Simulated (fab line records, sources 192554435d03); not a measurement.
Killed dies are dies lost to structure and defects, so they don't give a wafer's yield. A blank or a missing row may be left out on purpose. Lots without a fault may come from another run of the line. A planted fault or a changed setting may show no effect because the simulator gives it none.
fab line records | flow n5_finfet | part 1 of 2: steps 1 to 25 of 26
record lots=6 wafers=18 last_day=18
route steps=1938 shown BEOL_M5@1130 PASSIVATION@1936
lots that met no fault: from a run of the same line without faults
start_h: hours from the record's first day to the start of the lot's first wafer shown | wait_h: hours since the lot's step before | " the same as in the row above | L1.1+2: a row that stands for several wafers | - no value, or no start given | * or withheld: withheld | < > ~ a bound
route shown NAME@n: a module of which the file shows steps, and the number in the route of the first | usual: mean/standard deviation of fault-free wafers | same: alike in all rows | chamber/n: place in a boat | sites: the reading at each site | _std_site: their standard deviation | _edge_site: outer sites' mean less inner sites' | radius_mm: how far each site lies from the wafer's centre | mask NAME#n: copy n | behind: the tool/chamber that last shaped the wafer | hold: why the lot was held/for how many hours/how that ended | device: the transistor (n, p or np) that didn't switch | end of line: the same wafers' tests at the end of the route | a step without rows: its recipe alone | killed: dies lost to structure and defects at the first sort, not the wafer's yield | map: a wafer's dies, x killed, . not, _ none there
set.NAME: the setting as run; set.NAME@STEP: as run at that earlier step | model.NAME: the simulator's own value behind a step, which no gauge read
lots at some steps of the route; a table a step, a row a wafer
services: from which hour (start_h, from the record's first day; less than 0 if before it) a tool's chamber was out of use, for how many hours, and why
## steps
# step N5_BEOL_M5_ETCH_72
# recipe chemistry=N2/H2 target=underlayer target_depth_a=65 mask_material=CAR-EUV time_s=5.2 ion_energy_ev=200 pressure_mtorr=30 source_w=840 bias_w=150 n2_flow_sccm=200 h2_flow_sccm=200 ends=cleared
# step N5_BEOL_M5_ETCH_61
# recipe chemistry=CF4 target=SiARC target_depth_a=156 mask_material=CAR-EUV time_s=26 ion_energy_ev=80 pressure_mtorr=40 source_w=545 bias_w=36 Ar_flow_sccm=100 cf4_flow_sccm=100 ends=cleared
# usual drypump_motor_current_A=5.8/0.55 etch_rf_on_time_s=26.2/0.87 oes_product_au=0.68/0.089 rf_fwd_power_W=532.8/2.7 rf_vpp_V=184.3/1 showerhead_plenum_p_Torr=2.16/0.062 throttle_valve_pct=15.60/0.23
# columns lot.wafer tool chamber start_h wait_h drypump_motor_current_A etch_rf_on_time_s oes_product_au rf_fwd_power_W rf_hours_counter_h rf_vpp_V showerhead_plenum_p_Torr throttle_valve_pct
L510.2 rie_diel-05 2 231.03 0.0 6.6 26.9 0.62 534.3 173 184.1 2.12 15.54
L510.3 " 3 " " 5.8 27.1 0.58 527.3 186 184.6 2.21 15.89
L510.6 " 3 " " 5.8 27.0 0.59 527.6 - 184.9 2.21 15.88
L514.3 rie_diel-05 1 246.10 0.0 5.3 25.5 0.82 536.7 8 184.9 2.18 15.39
L514.4 " 0 " " 6.6 26.8 0.62 532.2 173 184.6 2.06 15.38
L514.6 " 3 " " 5.8 26.3 0.59 532.7 - 184.0 2.20 15.88
L517.1 rie_diel-05 0 266.98 0.0 6.6 27.2 0.61 533.1 178 182.1 2.06 15.40
L517.3 " 3 " " 5.9 26.5 0.58 532.7 194 184.1 2.20 15.89
L517.5 " 0 " " 6.6 27.0 0.62 532.7 - 183.9 2.06 15.39
L520.1 rie_diel-03 0 270.18 0.0 5.9 25.2 0.77 530.6 41 183.4 2.09 15.65
L520.4 " 1 " " 5.3 24.0 0.63 532.2 207 184.7 2.13 16.05
L520.6 " 2 " " 6.0 25.7 0.78 533.2 - 185.5 2.19 15.58
L522.1 rie_diel-02 2 289.48 0.0 5.9 27.1 0.75 532.9 19 184.6 2.28 15.22
L522.4 " 0 " " 5.2 25.8 0.83 536.5 - 184.7 2.19 15.34
L522.6 " 2 " " 5.9 27.0 0.75 529.4 - 186.2 2.28 15.22
L526.1 rie_diel-02 1 321.37 0.0 6.3 26.4 0.65 532.7 109 184.4 2.16 15.37
L526.2 " 3 " " 6.2 25.5 0.86 531.6 2 185.9 2.19 15.19
L526.4 " 0 " " 5.2 26.0 0.79 533.0 15 183.8 2.19 15.37
# step N5_BEOL_M5_ETCH_62
# recipe chemistry=N2/H2 target=SOC target_depth_a=750 overetch_a=150 mask_material=SiARC temp_c=40 time_s=112.5 ion_energy_ev=200 pressure_mtorr=30 source_w=840 bias_w=150 n2_flow_sccm=200 h2_flow_sccm=200
# usual drypump_motor_current_A=5.8/0.55 oes_product_au=0.63/0.08 rf_fwd_power_W=837.1/2.8 rf_vpp_V=524.5/2.3 showerhead_plenum_p_Torr=2.57/0.077 throttle_valve_pct=17.81/0.23
# columns lot.wafer tool chamber start_h wait_h drypump_motor_current_A oes_product_au rf_fwd_power_W rf_hours_counter_h rf_vpp_V showerhead_plenum_p_Torr throttle_valve_pct
L510.2 rie_diel-05 2 231.06 0.0 6.6 0.59 834.9 173 524.8 2.52 17.83
L510.3 " 3 " " 5.8 0.55 838.7 186 526.4 2.64 18.14
L510.6 " 3 " " 5.8 0.56 835.1 - 528.1 2.64 18.15
L514.3 rie_diel-05 1 246.13 0.0 5.4 0.75 839.1 8 523.8 2.60 17.60
L514.4 " 0 " " 6.6 0.59 829.1 173 520.4 2.44 17.65
L514.6 " 3 " " 5.8 0.56 837.2 - 526.1 2.64 18.16
L517.1 rie_diel-05 0 267.00 0.0 6.6 0.58 833.7 178 521.0 2.44 17.66
L517.3 " 3 " " 5.9 0.56 836.9 194 527.6 2.63 18.14
L517.5 " 0 " " 6.6 0.59 834.6 - 521.1 2.44 17.68
L520.1 rie_diel-03 0 270.20 0.0 5.9 0.70 839.7 41 521.4 2.49 17.89
L520.4 " 1 " " 5.4 0.57 834.6 207 523.4 2.50 18.08
L520.6 " 2 " " 6.0 0.73 832.7 - 525.4 2.60 17.87
L522.1 rie_diel-02 2 289.52 0.0 5.9 0.71 840.4 19 529.2 2.69 17.33
L522.4 " 0 " " 5.2 0.77 832.4 - 525.4 2.59 17.42
L522.6 " 2 " " 5.9 0.71 839.9 - 527.8 2.69 17.33
L526.1 rie_diel-02 1 321.40 0.0 6.3 0.61 839.6 109 524.1 2.59 17.70
L526.2 " 3 " " 6.3 0.80 832.6 2 526.2 2.63 17.49
L526.4 " 0 " " 5.2 0.73 837.9 15 525.5 2.58 17.43
# step N5_BEOL_M5_STRIP_63
# recipe chemistry=N2/H2 temp_c=40 n2_flow_sccm=200 h2_flow_sccm=200 rf_frequency_hz=6e+07
# step N5_BEOL_M5_STRIP_73
# recipe chemistry=N2/H2 temp_c=40 n2_flow_sccm=200 h2_flow_sccm=200 rf_frequency_hz=6e+07
# step N5_BEOL_M5_STRIP_64
# recipe chemistry=CF4 resist=SiARC power_w=300 bias_power_w=75 pressure_mtorr=50 cf4_flow_sccm=150 rf_frequency_hz=6e+07
# step N5_BEOL_M5_HM_OPEN_17
# recipe chemistry=Cl2/BCl3 target_depth_a=200 overetch_a=60 target=TiN mask_material=SOC ion_energy_ev=150 pressure_mtorr=10 icp_w=1000 bias_w=126 Cl2_flow_sccm=53.25 bcl3_flow_sccm=21.75 Ar_flow_sccm=25
# step N5_BEOL_M5_STRIP_19
# recipe chemistry=O2 power_w=400 temp_c=40 pressure_mtorr=30 rf_frequency_hz=6e+07 bias_power_w=0 overash_fraction=0.2 o2_flow_sccm=225
# usual drypump_motor_current_A=5.9/0.55 oes_product_au=0.79/0.1 rf_vpp_V=3.6/0.5 showerhead_plenum_p_Torr=2.12/0.057 throttle_valve_pct=16.65/0.24
# columns lot.wafer tool chamber start_h wait_h drypump_motor_current_A oes_product_au rf_hours_counter_h rf_vpp_V showerhead_plenum_p_Torr throttle_valve_pct
L510.2 rie_diel-02 3 231.38 0.1 6.2 0.67 241 2.7 2.18 16.83
L510.3 " 0 " " 5.2 0.69 244 2.9 2.11 16.58
L510.6 " 0 " " 5.2 0.69 - 3.7 2.11 16.60
L514.3 rie_diel-05 2 246.41 0.1 6.6 0.73 177 4.1 2.11 16.81
L514.4 " 0 " " 6.6 0.75 174 3.2 2.03 16.51
L514.6 " 3 " " 5.8 0.70 - 3.2 2.15 16.90
L517.1 rie_diel-03 2 267.28 0.1 5.9 0.93 30 3.7 2.12 16.51
L517.3 " 0 " " 5.9 0.89 41 3.6 2.02 16.63
L517.5 " 1 " " 5.4 0.71 - 2.8 2.09 17.12
L520.1 rie_diel-05 3 270.50 0.1 5.8 0.70 195 3.9 2.15 16.91
L520.4 " 0 " " 6.6 0.74 179 2.7 2.02 16.54
L520.6 " 1 " " 5.3 0.94 - 3.2 2.14 16.52
L522.1 rie_diel-03 0 290.09 0.3 5.9 0.89 46 3.3 2.02 16.62
L522.4 " 1 " " 5.3 0.71 212 4.5 2.08 17.14
L522.6 " 0 " " 5.9 0.89 - 3.1 2.02 16.64
L526.1 rie_diel-03 3 321.68 0.1 4.8 0.70 218 3.4 2.17 16.84
L526.2 " 1 " " 5.3 0.71 220 3.1 2.08 17.16
L526.4 " 0 " " 5.9 0.88 56 4.2 2.02 16.64
# step N5_BEOL_M5_CD_MEAS_18
# recipe pitch_nm=56 target_cd_nm=28
# usual cd_nm=28.0/0.46
# columns lot.wafer tool chamber start_h wait_h cd_nm
L510.2 cd_sem-01 - 231.45 0.1 28.2
L510.3 " - " " 27.4
L510.6 " - " " 27.4
L514.3 cd_sem-03 - 246.48 0.1 28.4
L514.4 " - " " 28.2
L514.6 " - " " 27.6
L517.1 cd_sem-01 - 267.35 0.0 28.4
L517.3 " - " " 27.5
L517.5 " - " " 28.4
L520.1 cd_sem-01 - 270.57 0.0 28.1
L520.4 " - " " 28.0
L520.6 " - " " 28.3
L522.1 cd_sem-03 - 290.16 0.0 28.7
L522.4 " - " " 27.8
L522.6 " - " " 28.2
L526.1 cd_sem-02 - 321.75 0.0 27.3
L526.2 " - " " 27.6
L526.4 " - " " 28.0
# step N5_BEOL_M5_COAT_65
# recipe resist=SOC temp_c=250 time_s=60 spin_rpm=1500 resist_thk_nm=60
# step N5_BEOL_M5_COAT_66
# recipe resist=SiARC temp_c=220 time_s=60 spin_rpm=1500 resist_thk_nm=12
# step N5_BEOL_M5_COAT_74
# recipe resist=underlayer temp_c=205 time_s=60 spin_rpm=1500 resist_thk_nm=5
# step N5_BEOL_M5_COAT_22
# recipe resist=CAR-EUV spin_rpm=1500 resist_thk_nm=30
# usual spin_speed_rpm=1500.0/1.1
# columns lot.wafer tool chamber start_h wait_h spin_speed_rpm model.CAR-EUV_of_BEOL_M5_COAT_22.thk_nm
L510.2 litho_track-03 0 231.49 - 1500.3 29.8
L510.3 " 0 " " 1499.5 29.8
L510.6 " 0 " " 1500.7 30
L514.3 litho_track-03 0 247.67 - 1734.8 28
L514.4 " 0 " " 1734.7 28
L514.6 " 0 " " 1734.5 28
L517.1 litho_track-03 0 267.90 - 1734.2 27.8
L517.3 " 0 " " 1735.4 27.8
L517.5 " 0 " " 1734.8 27.8
L520.1 litho_track-04 0 273.41 - 1499.0 29.8
L520.4 " 0 " " 1499.3 30
L520.6 " 0 " " 1498.3 29.8
L522.1 litho_track-05 0 291.15 - 1500.9 30.2
L522.4 " 0 " " 1503.1 30.2
L522.6 " 0 " " 1500.3 30
L526.1 litho_track-05 0 322.56 - 1499.5 30
L526.2 " 0 " " 1501.5 30
L526.4 " 0 " " 1500.4 30
# step N5_BEOL_M5_EBR_24
# recipe solvent=PGMEA ebr_width_mm=1.5
# step N5_BEOL_M5_SOFTBAKE_23
# recipe temp_c=110 time_s=60 resist=CAR-EUV
# step N5_BEOL_M5_EXPOSE_25
# recipe mask_id=V4 na=0.33 source_shape=quasar sigma_inner=0.2 sigma_outer=0.6 polarization=unpolarized defocus_nm=10 dose_mj=52.75
# step N5_BEOL_M5_PEB_26
# recipe peb_temp_c=100 peb_time_s=60 resist=CAR-EUV
# step N5_BEOL_M5_DEVELOP_27
# recipe develop_time_s=30 developer=TMAH resist=CAR-EUV rinse_liquid=surfactant_rinse dry=air_spin dev_temp_c=23
# step N5_BEOL_M5_CD_MEAS_28
# recipe target_cd_nm=30.6 landing_energy_ev=500 detector=se_inlens target_cd_y_nm=20 polarity=opening
# usual cd_nm=30.60/0.22
# columns lot.wafer tool chamber start_h wait_h cd_nm
L510.2 cd_sem-03 0 231.76 - 30.80
L510.3 " 0 " " 30.76
L510.6 " 0 " " 30.39
L514.3 cd_sem-02 0 247.94 - 30.98
L514.4 " 0 " " 30.36
L514.6 " 0 " " 30.46
L517.1 cd_sem-01 0 268.17 - 30.83
L517.3 " 0 " " 31.05
L517.5 " 0 " " 30.61
L520.1 cd_sem-01 0 273.68 - 30.49
L520.4 " 0 " " 30.34
L520.6 " 0 " " 30.24
L522.1 cd_sem-03 0 291.42 - 30.38
L522.4 " 0 " " 30.42
L522.6 " 0 " " 30.22
L526.1 cd_sem-02 0 323.00 - 30.53
L526.2 " 0 " " 30.74
L526.4 " 0 " " 30.50
# step N5_BEOL_M5_OVL_MEAS_29
# recipe points_per_wafer=522
# usual V4_OVL=0.8/0.78
# columns lot.wafer tool chamber start_h wait_h V4_OVL[nm]
L510.2 overlay-01 0 231.79 0.0 0.3
L510.3 " 0 " " -0.7
L510.6 " 0 " " -0.9
L514.3 overlay-02 0 247.98 0.0 1.1
L514.4 " 0 " " 1.8
L514.6 " 0 " " 2.4
L517.1 overlay-01 0 268.20 0.0 -0.6
L517.3 " 0 " " -0.3
L517.5 " 0 " " -0.6
L520.1 overlay-02 0 273.71 0.0 0.3
L520.4 " 0 " " -0.3
L520.6 " 0 " " 0.9
L522.1 overlay-02 0 291.45 0.0 -0.2
L522.4 " 0 " " 1.2
L522.6 " 0 " " -0.2
L526.1 overlay-01 0 323.03 0.0 1.4
L526.2 " 0 " " 0.7
L526.4 " 0 " " 1.6
# step N5_BEOL_M5_INSPECT_30
# recipe mode=adi inspect_instrument=brightfield
# usual raw_defect_count=397/94
# columns lot.wafer tool chamber start_h wait_h raw_defect_count
L510.2 defect_inspect-01 - 231.86 0.1 361
L510.3 " - " " 318
L510.6 " - " " 496
L514.3 defect_inspect-02 - 248.03 0.0 380
L514.4 " - " " 433
L514.6 " - " " 383
L517.1 defect_inspect-01 - 268.26 0.1 322
L517.3 " - " " 438
L517.5 " - " " 426
L520.1 defect_inspect-01 - 273.77 0.1 340
L520.4 " - " " 303
L520.6 " - " " 337
L522.1 defect_inspect-01 - 291.51 0.1 300
L522.4 " - " " 281
L522.6 " - " " 395
L526.1 defect_inspect-01 - 323.09 0.1 363
L526.2 " - " " 342
L526.4 " - " " 361
# step N5_BEOL_M5_DESCUM_33
# recipe chemistry=O2 time_s=7 source_power_w=50 bias_power_w=20 pressure_mtorr=20 rf_frequency_hz=2.712e+07 temp_c=40 resist=CAR-EUV o2_flow_sccm=225
# usual drypump_motor_current_A=5.9/0.56 oes_product_au=0.80/0.1 rf_fwd_power_W=49.45/0.2 rf_vpp_V=243.5/1.1 showerhead_plenum_p_Torr=2.11/0.059 throttle_valve_pct=20.39/0.24
# columns lot.wafer tool chamber start_h wait_h drypump_motor_current_A oes_product_au rf_fwd_power_W rf_hours_counter_h rf_vpp_V showerhead_plenum_p_Torr throttle_valve_pct
L510.2 rie_diel-03 0 231.89 0.0 5.9 0.93 49.56 30 242.4 2.02 20.32
L510.3 " 3 " " 4.8 0.73 49.49 191 244.6 2.17 20.53
L510.6 " 2 " " 6.0 0.95 49.02 - 243.8 2.12 20.27
L514.3 rie_diel-03 1 248.06 0.0 5.4 0.71 49.60 200 243.3 2.08 20.95
L514.4 " 2 " " 6.0 0.94 49.11 25 243.5 2.12 20.30
L514.6 " 2 " " 6.0 0.94 49.21 - 244.0 2.12 20.29
L517.1 rie_diel-05 1 268.30 0.0 5.3 0.95 49.67 14 243.1 2.14 20.33
L517.3 " 2 " " 6.6 0.73 49.41 182 242.3 2.11 20.65
L517.5 " 2 " " 6.7 0.74 49.58 - 243.1 2.11 20.65
L520.1 rie_diel-05 2 273.80 0.0 6.7 0.74 49.79 184 243.3 2.11 20.64
L520.4 " 1 " " 5.3 0.95 49.65 15 242.8 2.14 20.33
L520.6 " 0 " " 6.6 0.75 49.12 - 243.7 2.02 20.26
L522.1 rie_diel-03 3 291.55 0.0 4.8 0.70 49.51 208 244.4 2.17 20.57
L522.4 " 0 " " 5.9 0.89 49.66 46 243.9 2.02 20.33
L522.6 " 2 " " 6.0 0.92 49.50 - 244.6 2.11 20.31
L526.1 rie_diel-02 2 323.31 0.2 5.8 0.87 49.21 29 245.7 2.23 20.08
L526.2 " 0 " " 5.2 0.92 49.92 15 244.0 2.10 20.00
L526.4 " 3 " " 6.2 0.98 49.41 - 244.3 2.17 20.14
# step N5_BEOL_M5_ETCH_75
# recipe chemistry=N2/H2 target=underlayer target_depth_a=65 mask_material=CAR-EUV time_s=5.2 ion_energy_ev=200 pressure_mtorr=30 source_w=840 bias_w=150 n2_flow_sccm=200 h2_flow_sccm=200 ends=cleared
# usual drypump_motor_current_A=5.9/0.55 etch_rf_on_time_s=5.24/0.15 oes_product_au=0.68/0.087 rf_fwd_power_W=819.7/2.6 rf_vpp_V=524.3/2.5 showerhead_plenum_p_Torr=2.57/0.075 throttle_valve_pct=17.82/0.22
# columns lot.wafer tool chamber start_h wait_h drypump_motor_current_A etch_rf_on_time_s oes_product_au rf_fwd_power_W rf_hours_counter_h rf_vpp_V showerhead_plenum_p_Torr throttle_valve_pct
L510.2 rie_diel-03 0 231.93 0.0 5.9 5.09 0.77 823.2 30 524.2 2.50 17.90
L510.3 " 3 " " 4.8 5.17 0.62 819.0 191 526.6 2.64 17.95
L510.6 " 2 " " 6.0 5.17 0.81 824.9 - 524.5 2.61 17.89
L514.3 rie_diel-03 1 248.10 0.0 5.3 4.83 0.63 821.7 200 524.0 2.50 18.11
L514.4 " 2 " " 6.0 5.19 0.80 823.8 25 524.5 2.60 17.90
L514.6 " 2 " " 6.0 5.21 0.79 819.1 - 525.1 2.60 17.91
L517.1 rie_diel-05 1 268.33 0.0 5.3 5.10 0.80 816.2 14 524.9 2.59 17.63
L517.3 " 2 " " 6.6 5.28 0.61 819.7 182 523.8 2.52 17.88
L517.5 " 2 " " 6.6 5.23 0.63 817.5 - 522.0 2.52 17.88
L520.1 rie_diel-05 2 273.84 0.0 6.6 5.22 0.62 816.6 184 522.1 2.52 17.88
L520.4 " 1 " " 5.4 5.10 0.80 820.6 15 524.3 2.59 17.64
L520.6 " 0 " " 6.6 5.40 0.61 821.9 - 520.9 2.44 17.72
L522.1 rie_diel-03 3 291.58 0.0 4.9 5.17 0.61 825.9 208 526.9 2.63 18.02
L522.4 " 0 " " 5.9 5.08 0.76 817.3 46 521.7 2.49 17.89
L522.6 " 2 " " 5.9 5.22 0.77 818.7 - 524.3 2.60 17.92
L526.1 rie_diel-02 2 323.34 0.0 5.9 5.32 0.73 815.0 29 527.8 2.69 17.35
L526.2 " 0 " " 5.2 5.18 0.79 820.7 15 525.7 2.58 17.46
L526.4 " 3 " " 6.2 5.14 0.85 819.8 - 523.3 2.63 17.54
# step N5_BEOL_M5_ETCH_67
# recipe chemistry=CF4 target=SiARC target_depth_a=156 mask_material=CAR-EUV time_s=26 ion_energy_ev=80 pressure_mtorr=40 source_w=545 bias_w=36 Ar_flow_sccm=100 cf4_flow_sccm=100 ends=cleared
# usual drypump_motor_current_A=5.9/0.56 etch_rf_on_time_s=26.3/0.79 oes_product_au=0.68/0.087 rf_fwd_power_W=533.1/2.7 rf_vpp_V=184.3/1.1 showerhead_plenum_p_Torr=2.16/0.059 throttle_valve_pct=15.57/0.23
# columns lot.wafer tool chamber start_h wait_h drypump_motor_current_A etch_rf_on_time_s oes_product_au rf_fwd_power_W rf_hours_counter_h rf_vpp_V showerhead_plenum_p_Torr throttle_valve_pct model.CAR-EUV_of_BEOL_M5_COAT_22.thk_nm
L510.2 rie_diel-03 0 231.94 0.0 5.9 25.4 0.80 532.3 30 183.0 2.09 15.61 11
L510.3 " 3 " " 4.8 25.9 0.62 536.9 191 185.4 2.22 15.70 11
L510.6 " 2 " " 6.0 25.9 0.81 532.8 - 184.9 2.20 15.55 11.2
L514.3 rie_diel-03 1 248.11 0.0 5.4 24.0 0.64 536.2 200 184.3 2.13 16.06 9.2
L514.4 " 2 " " 5.9 25.6 0.80 529.4 25 184.4 2.19 15.56 9.2
L514.6 " 2 " " 6.0 25.8 0.80 531.0 - 183.8 2.19 15.56 9.2
L517.1 rie_diel-05 1 268.35 0.0 5.3 25.6 0.79 538.1 14 184.1 2.18 15.40 9
L517.3 " 2 " " 6.6 26.0 0.63 533.7 182 183.6 2.12 15.60 9
L517.5 " 2 " " 6.6 26.0 0.63 534.4 - 185.4 2.12 15.56 9
L520.1 rie_diel-05 2 273.86 0.0 6.6 26.2 0.62 536.4 184 183.3 2.12 15.61 11
L520.4 " 1 " " 5.3 25.6 0.79 536.6 15 183.6 2.18 15.39 11.2
L520.6 " 0 " " 6.6 27.1 0.62 530.9 - 181.8 2.06 15.42 11
L522.1 rie_diel-03 3 291.60 0.0 4.8 26.5 0.60 536.8 208 185.3 2.21 15.73 11.2
L522.4 " 0 " " 5.9 25.4 0.76 533.7 46 183.5 2.09 15.67 11.2
L522.6 " 2 " " 6.0 26.8 0.76 532.1 - 184.3 2.19 15.59 11.2
L526.1 rie_diel-02 2 323.36 0.0 5.9 27.0 0.74 530.3 29 185.0 2.28 15.19 11
L526.2 " 0 " " 5.2 25.8 0.79 532.9 15 186.0 2.19 15.37 11.2
L526.4 " 3 " " 6.3 25.5 0.86 531.2 - 183.0 2.19 15.17 11
# step N5_BEOL_M5_ETCH_68
# recipe chemistry=N2/H2 target=SOC target_depth_a=800 overetch_a=160 mask_material=SiARC temp_c=40 time_s=120 ion_energy_ev=200 pressure_mtorr=30 source_w=840 bias_w=150 n2_flow_sccm=200 h2_flow_sccm=200
## key
first_sign step=N5_BEOL_M5_COAT_22 reading=spin_speed_rpm direction=up sigmas=99+ usual=* struck=*
effect none on later readings
model_effect step=N5_BEOL_M5_COAT_22 value=CAR-EUV_of_BEOL_M5_COAT_22.thk_nm without=30 struck=27.9
model_effect step=N5_BEOL_M5_ETCH_67 value=CAR-EUV_of_BEOL_M5_COAT_22.thk_nm without=11.2 struck=9.1
met_at N5_BEOL_M5_COAT_22
struck_wafers L514.3,L514.4,L514.6,L517.1,L517.3,L517.5
onset_between 231.49 247.67
fault kind=process_parameter_drift tool=litho_track-03 chamber=- onset_h=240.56 steps=N5_BEOL_M5_COAT_22 channel=spin_rpm offset=* shape=step end_h=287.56 acts_in=* stated=*
